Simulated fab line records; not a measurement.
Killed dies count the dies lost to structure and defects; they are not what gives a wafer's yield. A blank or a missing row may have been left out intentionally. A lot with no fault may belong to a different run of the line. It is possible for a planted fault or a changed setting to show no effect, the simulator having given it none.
Which tool is to blame?    flow n5 finfet    Sampling: 11 lots, 32 wafers, 3 of 1938 route steps

WHAT THE GAUGES SHOWED, per wafer
N5_BEOL_M15_CD_MEAS_28 targets a cd of 407.6 nm.
lot   measured      on         cd nm (nm)
L912  day 11 19:11  cd sem-01  408.1 407.3 408.0
L913  day 12 11:29  cd sem-03  404.6 405.4 404.6
L914  day 12 23:53  cd sem-01  408.4 408.7 408.6
L915  day 13 01:53  cd sem-03  409.1 408.7 408.6
L919  day 13 16:20  cd sem-02  406.7 407.3 406.3
L917  day 13 20:04  cd sem-03  408.7 409.5 410.1
L924  day 15 02:19  cd sem-03  406.6 406.4
L926  day 16 03:23  cd sem-01  405.7 405.0 405.4
L929  day 17 03:05  cd sem-03  405.5 407.4 407.6
L932  day 17 03:23  cd sem-02  409.1 408.3 409.2
L931  day 17 12:18  cd sem-03  407.4 406.8 408.2

WHAT TOOL EACH LOT RAN ON (gives the tool, then ch and the chambers of the sampled wafers, and finally the start)
lot   N5_BEOL_M15_STRIP_63                           N5_BEOL_M15_ETCH_57
L912  rie diel-02 ch 0,3, day 11 18:17 or earlier    rie diel-06 ch 1,3, day 11 18:17
L913  rie diel-02 ch 0,1,2, day 12 10:43 or earlier  rie diel-02 ch 2,3, day 12 10:43
L914  rie diel-02 ch 0,1, day 12 22:59 or earlier    rie diel-02 ch 1,2,3, day 12 22:59
L915  rie diel-02 ch 0,1,3, day 13 01:06 or earlier  rie diel-02 ch 0,1, day 13 01:06
L919  rie diel-02 ch 1,2,3, day 13 15:26 or earlier  rie diel-06 ch 0,1, day 13 15:26
L917  rie diel-06 ch 0,1,3, day 13 19:17 or earlier  rie diel-02 ch 1,2, day 13 19:17
L924  rie diel-01 ch 1,2, day 15 01:32 or earlier    rie diel-02 ch 0,2, day 15 01:32
L926  rie diel-01 ch 0,1, day 16 02:30 or earlier    rie diel-06 ch 0,3, day 16 02:30
L929  rie diel-06 ch 0,1,2, day 17 02:11 or earlier  rie diel-06 ch 1,3, day 17 02:11
L932  rie diel-06 ch 0,1,2, day 17 02:29 or earlier  rie diel-01 ch 0,2,3, day 17 02:29
L931  rie diel-02 ch 1,2,3, day 17 11:24 or earlier  rie diel-06 ch 1,2,3, day 17 11:24
- N5_BEOL_M15_STRIP_63: strips in O2.
- N5_BEOL_M15_ETCH_57: etches SOC in N2/H2, time 750 s.

WHAT THE TOOLS THEMSELVES READ (means of the sampled wafers that have a number; where no wafer has one, the mark that the record gives instead)
N5_BEOL_M15_STRIP_63.
lot   tool         drypump motor current A (A)  oes product au (a.u.)  rf vpp V (V)  showerhead plenum p Torr (Torr)  throttle valve pct (%)
L912  rie diel-02  5.24                         0.80                   3.5           2.05                             16.65
L913  rie diel-02  5.52                         0.85                   3.0           2.10                             16.48
L914  rie diel-02  5.49                         0.83                   3.8           2.07                             16.60
L915  rie diel-02  5.38                         0.81                   3.3           2.06                             16.63
L919  rie diel-02  5.61                         0.77                   4.7           2.04                             16.61
L917  rie diel-06  5.66                         0.80                   3.3           2.11                             16.57
L924  rie diel-01  5.62                         0.92                   3.9           2.15                             16.53
L926  rie diel-01  5.42                         0.77                   3.5           2.05                             16.70
L929  rie diel-06  5.52                         0.84                   3.4           2.08                             16.51
L932  rie diel-06  5.48                         0.84                   3.2           2.08                             16.53
L931  rie diel-02  5.61                         0.75                   4.0           2.03                             16.66

N5_BEOL_M15_ETCH_57.
lot   tool         drypump motor current A (A)  oes product au (a.u.)  rf vpp V (V)  showerhead plenum p Torr (Torr)  throttle valve pct (%)
L912  rie diel-06  5.72                         0.78                   527.0         2.61                             17.53
L913  rie diel-02  5.48                         0.76                   521.8         2.47                             17.65
L914  rie diel-02  5.62                         0.77                   521.9         2.48                             17.64
L915  rie diel-02  5.49                         0.83                   522.5         2.51                             17.70
L919  rie diel-06  5.61                         0.86                   522.9         2.51                             17.72
L917  rie diel-02  5.73                         0.79                   522.4         2.49                             17.62
L924  rie diel-02  5.48                         0.98                   525.5         2.58                             17.47
L926  rie diel-06  5.85                         0.83                   524.5         2.61                             17.48
L929  rie diel-06  5.70                         0.86                   525.9         2.60                             17.44
L932  rie diel-01  5.45                         0.80                   522.7         2.51                             17.88
L931  rie diel-06  5.55                         0.80                   525.7         2.59                             17.61

THE ANSWER, worked out from the rows above alone
Rule: what is usual is taken from the lots themselves. The widest of any qualifying gaps counts: lots, ordered by their means at a reading, are off when they make up no more than a third of the lots, leave a main group of 4 or more, and stand apart from it by 3 or more times the standard deviation of that group's means. The tables above print the reading to a certain number of digits; a main group whose means all agree to those digits is not used. A lot without any number at a reading at which 4 lots or more have one is off too. Any other lot the step has rows for is counted as sound. Order of review: gauges by route order, followed by the tools' own readings, for which a lot's mean as printed above is used. The first step at which some lot is off is used, and at that step the reading that is off furthest; a lot without a number counts as furthest.
Off: L924 (N5_BEOL_M15_ETCH_57, oes product au). Main group: mean 0.81 a.u., sd 0.034.
A tool fits if, at that step or a process step before it, it ran every lot that is off, and no sound lot after the first of them. N5_BEOL_M15_STRIP_63 gives no start for some lots, so the hours and the order of its lots are those of N5_BEOL_M15_ETCH_57. One fits: rie diel-02 at N5_BEOL_M15_ETCH_57. A fault onset in the window from L917 (day 13 19:17, its last sound lot) to L924 (day 15 01:32, its first lot off) fits.
On the lots that are off, the tool's own readings at N5_BEOL_M15_ETCH_57 differ by more than 5 times the standard deviation of the sound lots' means, which bears it out; oes product au reads 0.98 a.u. there versus 0.81 a.u. on the sound lots.

WHAT HAD BEEN PUT IN BY THE SIMULATOR
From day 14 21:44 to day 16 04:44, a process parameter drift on rie diel-02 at N5_BEOL_M15_ETCH_57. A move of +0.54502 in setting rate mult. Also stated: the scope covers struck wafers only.
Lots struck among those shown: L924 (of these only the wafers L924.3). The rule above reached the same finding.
